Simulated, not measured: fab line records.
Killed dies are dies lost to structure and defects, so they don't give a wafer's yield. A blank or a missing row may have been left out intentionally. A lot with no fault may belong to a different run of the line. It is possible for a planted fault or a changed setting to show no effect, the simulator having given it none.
fab line records	flow nand-harc
record lots=15	wafers=45	last-day=24
route steps=1159 shown A_BLC@976 A_M0@1015
lots that met no fault: taken from a fault-free run of the same line
start-h: hours from the record's opening day to when the first of the lot's shown wafers began	wait-h: how many hours have passed since the lot's step before this one	" as in the row above	L1.1+2: several wafers, shown together as one row	- either no value or no given start	* or withheld: withheld	< > ~ a bound
route shown NAME@n: a module of which the file shows steps, and the number in the route of the first	usual: mean and standard deviation over wafers with no fault	same: alike in all rows	chamber/n: place in a boat	sites: the reading at each site	_std_site: how widely they spread, as a standard deviation	_edge_site: outer sites' mean less inner sites'	radius-mm: for every site, how far away it sits from the centre of the wafer	mask NAME#n: copy n	behind: tool/chamber where the wafer was last shaped	hold: the reason the lot was held/the length of the hold in hours/how it ended	device: which transistor (n, p or np) failed to switch	end of line: at the end of the route, the tests of the same wafers	a step without rows: its recipe alone	killed: dies lost to structure and defects at the first sort, not the wafer's yield	map: the dies of a wafer, with x for killed, . for not killed, _ for no die there
set.NAME: the setting that was run; set.NAME@STEP: the one run at that earlier step	model.NAME: the simulator's own value behind a step, which no gauge read
the route's steps for a sample of lots (tables are steps, rows are wafers)
services: a tool's chamber out of use, with start hour (start-h, from the record's first day; less than 0 if before it), hours out, and reason
## steps
# step NHARC_A_BLC_INSPECT_12
# usual raw-defect-count=26/10
lot.wafer	tool	chamber	start-h	wait-h	raw-defect-count
L869.2	defect-inspect-02	-	399.69	0.0	30
L869.3	"	-	"	"	38
L869.4	"	-	"	"	29
L868.1	defect-inspect-01	-	400.58	0.0	27
L868.5	"	-	"	"	22
L868.6	"	-	"	"	14
L870.1	defect-inspect-02	-	401.17	0.0	8
L870.2	"	-	"	"	11
L870.4	"	-	"	"	14
L872.3	defect-inspect-01	-	410.99	0.0	38
L872.5	"	-	"	"	22
L872.6	"	-	"	"	19
L871.2	defect-inspect-02	-	414.21	0.0	19
L871.3	"	-	"	"	21
L871.5	"	-	"	"	21
L874.1	defect-inspect-02	-	425.05	0.0	33
L874.2	"	-	"	"	37
L874.6	"	-	"	"	26
L876.3	defect-inspect-01	-	426.25	0.0	26
L876.4	"	-	"	"	22
L876.6	"	-	"	"	21
L882.1	defect-inspect-02	-	459.77	0.0	31
L882.4	"	-	"	"	48
L882.5	"	-	"	"	33
L884.1	defect-inspect-02	-	486.49	0.0	34
L884.3	"	-	"	"	40
L884.5	"	-	"	"	39
L885.2	defect-inspect-01	-	497.06	0.0	28
L885.3	"	-	"	"	33
L885.4	"	-	"	"	31
L887.1	defect-inspect-01	-	498.55	0.0	27
L887.5	"	-	"	"	35
L887.6	"	-	"	"	26
L886.1	defect-inspect-02	-	508.77	0.1	39
L886.2	"	-	"	"	37
L886.4	"	-	"	"	30
L889.2	defect-inspect-02	-	514.66	0.0	26
L889.3	"	-	"	"	16
L889.6	"	-	"	"	23
L891.2	defect-inspect-02	-	527.43	0.0	17
L891.3	"	-	"	"	25
L891.5	"	-	"	"	20
L890.3	defect-inspect-01	-	528.07	0.0	16
L890.4	"	-	"	"	12
L890.6	"	-	"	"	13
# step NHARC_A_BLC_DESCUM_15
# recipe time-s=3	o2-flow-sccm=200	ar-flow-sccm=0	bias-power-w=0	chemistry=O2
# usual drypump-motor-current-A=5.7/0.36	o2-flow-sccm=200.0/0.66	oes-product-au=0.998/0.012	rf-vpp-V=58.0/0.81	showerhead-plenum-p-Torr=1.96/0.068	throttle-valve-pct=11.311/0.0092
lot.wafer	tool	chamber	start-h	wait-h	drypump-motor-current-A	o2-flow-sccm	oes-product-au	rf-hours-counter-h	rf-vpp-V	showerhead-plenum-p-Torr	throttle-valve-pct
L869.2	rie-diel-13	0	399.76	0.1	6.0	200.5	0.986	11	57.7	2.01	11.307
L869.4	"	1	"	"	5.6	199.4	1.027	11	58.5	1.99	11.317
L869.3	"	2	"	"	5.7	199.7	0.979	11	59.5	2.02	11.293
L868.1	rie-diel-07	0	400.66	0.1	5.5	199.8	1.000	19	58.2	1.92	11.318
L868.5	"	2	"	"	5.3	200.4	1.000	-	58.2	1.96	11.316
L868.6	"	3	"	"	5.4	199.6	0.995	-	57.8	1.91	11.332
L870.4	rie-diel-07	1	401.24	0.1	5.3	200.4	1.000	19	57.0	1.85	11.305
L870.2	"	2	"	"	5.3	200.1	1.005	19	58.4	1.96	11.308
L870.1	"	3	"	"	5.3	199.1	1.016	19	57.7	1.91	11.316
L872.3	rie-diel-13	2	411.07	0.1	5.6	199.1	0.995	12	56.7	2.02	11.317
L872.5	"	0	"	"	6.1	200.9	0.977	-	58.7	2.01	11.322
L872.6	"	1	"	"	5.7	199.4	1.020	-	58.1	1.99	11.308
L871.2	rie-diel-07	3	414.28	0.1	5.3	200.1	0.995	0	57.5	1.91	11.302
L871.3	"	1	"	"	5.3	199.6	1.004	0	58.2	1.85	11.304
L871.5	"	3	"	"	5.3	200.2	0.994	-	56.1	1.91	11.307
L874.1	rie-diel-13	3	425.11	0.1	6.4	201.0	1.012	12	58.5	2.04	11.305
L874.2	"	0	"	"	6.1	200.8	0.994	14	58.9	2.00	11.329
L874.6	"	3	"	"	6.4	201.0	1.012	-	57.4	2.04	11.314
L876.4	rie-diel-13	0	426.31	0.1	6.1	200.5	0.983	14	57.2	2.00	11.317
L876.3	"	1	"	"	5.7	199.1	1.011	14	59.5	1.99	11.311
L876.6	"	1	"	"	5.7	199.2	1.011	-	58.1	1.99	11.318
L882.4	rie-diel-07	3	459.92	0.1	5.3	199.5	1.015	5	58.0	1.90	11.312
L882.1	"	0	"	"	5.5	199.9	0.991	5	57.3	1.91	11.313
L882.5	"	2	"	"	5.3	201.5	1.002	-	58.4	1.96	11.301
L884.3	rie-diel-07	2	486.55	0.1	5.3	199.1	0.995	8	58.1	1.96	11.327
L884.1	"	1	"	"	5.3	198.8	1.000	8	57.9	1.85	11.301
L884.5	"	2	"	"	5.3	199.5	1.004	-	59.3	1.96	11.318
L885.3	rie-diel-13	2	497.12	0.1	5.6	199.8	0.994	3	57.7	2.02	11.318
L885.4	"	3	"	"	6.4	200.0	0.999	3	58.4	2.04	11.334
L885.2	"	0	"	"	6.0	200.8	0.992	3	56.4	2.00	11.313
L887.1	rie-diel-13	0	498.63	0.1	6.0	198.8	1.007	3	57.5	2.00	11.301
L887.5	"	2	"	"	5.6	199.3	0.991	-	58.9	2.02	11.315
L887.6	"	3	"	"	6.3	201.6	1.001	-	56.4	2.04	11.308
L886.4	rie-diel-04	0	508.83	0.1	6.0	200.1	1.000	15	58.0	1.83	11.307
L886.1	"	1	"	"	5.8	199.6	1.013	14	57.8	2.03	11.309
L886.2	"	2	"	"	5.5	200.5	0.986	13	58.0	1.85	11.313
L889.3	rie-diel-13	1	514.72	0.1	5.6	198.4	1.021	5	59.4	1.99	11.300
L889.2	"	0	"	"	6.1	200.6	0.994	5	57.9	2.00	11.320
L889.6	"	2	"	"	5.6	199.4	0.973	-	57.6	2.02	11.304
L891.2	rie-diel-13	0	527.49	0.1	6.0	200.2	1.007	6	57.7	2.00	11.306
L891.3	"	3	"	"	6.4	199.4	1.000	6	58.8	2.03	11.303
L891.5	"	1	"	"	5.6	199.7	1.005	-	58.5	1.99	11.320
L890.4	rie-diel-07	3	528.13	0.1	5.3	200.0	1.000	11	58.5	1.90	11.321
L890.3	"	2	"	"	5.3	199.9	1.003	13	59.2	1.96	11.306
L890.6	"	0	"	"	5.5	199.5	0.981	-	58.0	1.91	11.324
# step NHARC_A_M0_PVD_20
# recipe target-thk-a=50	bias-v=168.6	power-w=15000	chamber-pressure-pa=0.12	time-s=8.06	substrate-temp-c=50	material=TaN
# usual bias-v=168.7/1.7	cathode-dc-power-W=15000/2.9	throttle-valve-pct=29.6/0.92
lot.wafer	tool	chamber	start-h	wait-h	bias-v	cathode-dc-power-W	throttle-valve-pct
L869.3	pvd-sputter-02	-	405.00	-	170.3	15002	30.1
L869.4	"	-	"	"	168.2	15001	30.7
L869.2	"	-	"	"	166.9	15002	28.0
L868.1	pvd-sputter-03	-	406.08	-	170.5	15000	29.1
L868.5	"	-	"	"	168.8	14995	29.2
L868.6	"	-	"	"	168.3	15005	31.3
L870.1	pvd-sputter-02	-	406.94	-	169.7	15002	30.0
L870.2	"	-	"	"	169.5	14996	28.2
L870.4	"	-	"	"	164.7	14996	30.9
L872.3	pvd-sputter-01	-	416.17	-	-	-	-
L872.6	"	-	"	"	-	-	-
L872.5	"	-	"	"	-	-	-
L871.2	pvd-sputter-01	-	421.78	-	-	-	-
L871.3	"	-	"	"	-	-	-
L871.5	"	-	"	"	-	-	-
L874.2	pvd-sputter-03	-	430.39	-	-	-	-
L874.1	"	-	"	"	-	-	-
L874.6	"	-	"	"	-	-	-
L876.3	pvd-sputter-03	-	431.25	-	168.8	14998	29.1
L876.4	"	-	"	"	166.7	15006	30.9
L876.6	"	-	"	"	169.8	15001	29.2
L882.4	pvd-sputter-01	-	467.11	-	165.9	15000	28.7
L882.1	"	-	"	"	167.9	14993	30.1
L882.5	"	-	"	"	168.2	14998	30.9
L884.3	pvd-sputter-01	-	497.90	-	170.3	15000	29.2
L884.1	"	-	"	"	169.8	14999	30.1
L884.5	"	-	"	"	165.9	14997	28.4
L885.4	pvd-sputter-01	-	505.82	-	167.5	14999	31.0
L885.2	"	-	"	"	166.8	15000	28.8
L885.3	"	-	"	"	166.9	15000	30.1
L887.1	pvd-sputter-01	-	506.84	-	167.8	14997	28.8
L887.6	"	-	"	"	164.7	15001	28.8
L887.5	"	-	"	"	169.4	15000	29.2
L886.1	pvd-sputter-01	-	513.99	-	170.6	15001	28.7
L886.4	"	-	"	"	168.7	15000	29.2
L886.2	"	-	"	"	165.7	14994	30.4
L889.3	pvd-sputter-02	-	526.17	-	168.2	14996	28.4
L889.2	"	-	"	"	167.4	14994	31.1
L889.6	"	-	"	"	170.5	14998	31.0
L891.3	pvd-sputter-02	-	534.57	-	169.3	15004	28.1
L891.2	"	-	"	"	166.8	14998	30.9
L891.5	"	-	"	"	171.1	15000	27.9
L890.4	pvd-sputter-01	-	536.78	-	171.0	14997	28.8
L890.3	"	-	"	"	167.7	15001	29.1
L890.6	"	-	"	"	168.3	15001	29.5
## services
tool	chamber	start-h	hours	kind
pvd-sputter-01	-	380.71	3.7	repair
pvd-sputter-03	-	382.27	1.8	repair
rie-diel-13	0	383.00	-	clean
rie-diel-13	1	383.00	-	clean
rie-diel-13	2	383.00	-	clean
rie-diel-13	3	383.00	-	clean
pvd-sputter-02	-	392.01	10.0	pm
rie-diel-07	-	405.20	9.0	pm
rie-diel-04	1	406.37	17.4	repair
rie-diel-13	0	407.50	-	clean
rie-diel-13	1	407.50	-	clean
rie-diel-04	0	449.88	2.4	repair
rie-diel-13	-	453.00	9.0	pm
pvd-sputter-03	-	458.05	10.0	pm
rie-diel-04	2	465.43	6.1	repair
rie-diel-04	-	466.57	9.0	pm
pvd-sputter-03	-	472.53	13.3	repair
rie-diel-13	-	475.60	0.5	repair
rie-diel-07	3	482.81	18.6	repair
pvd-sputter-02	-	483.82	3.7	repair
pvd-sputter-03	-	508.08	69.7	repair
pvd-sputter-02	-	510.73	4.9	repair
pvd-sputter-01	-	514.06	10.0	pm
rie-diel-13	2	520.62	9.9	repair
## key
first-sign step=NHARC_A_M0_PVD_20	reading=tool-record	direction=missing
effect none on later readings
met-at NHARC_A_M0_PVD_20
struck-lots L871,L872,L874
later-rows-left-out L871.2,L871.3,L871.5,L872.3,L872.5,L872.6,L874.1,L874.2,L874.6
sort-left-out L871.2,L871.3,L871.5,L872.3,L872.5,L872.6,L874.1,L874.2,L874.6
not-acting-at NHARC_A_BLC_INSPECT_12,NHARC_A_BLC_DESCUM_15
onset-between 406.08 416.17
fault kind=skipped-step-whole	tool=pvd-sputter-01,pvd-sputter-03	chamber=-	onset-h=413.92	steps=NHARC_A_M0_PVD_20	scope=struck-lots-only
# sort-left-out: the simulated sort isn't trusted on such a fault, so these wafers' sort isn't shown, and their yield isn't known
# later-rows-left-out: the simulator's readings of these wafers behind a module that went badly wrong aren't trusted and aren't shown, but for the sort
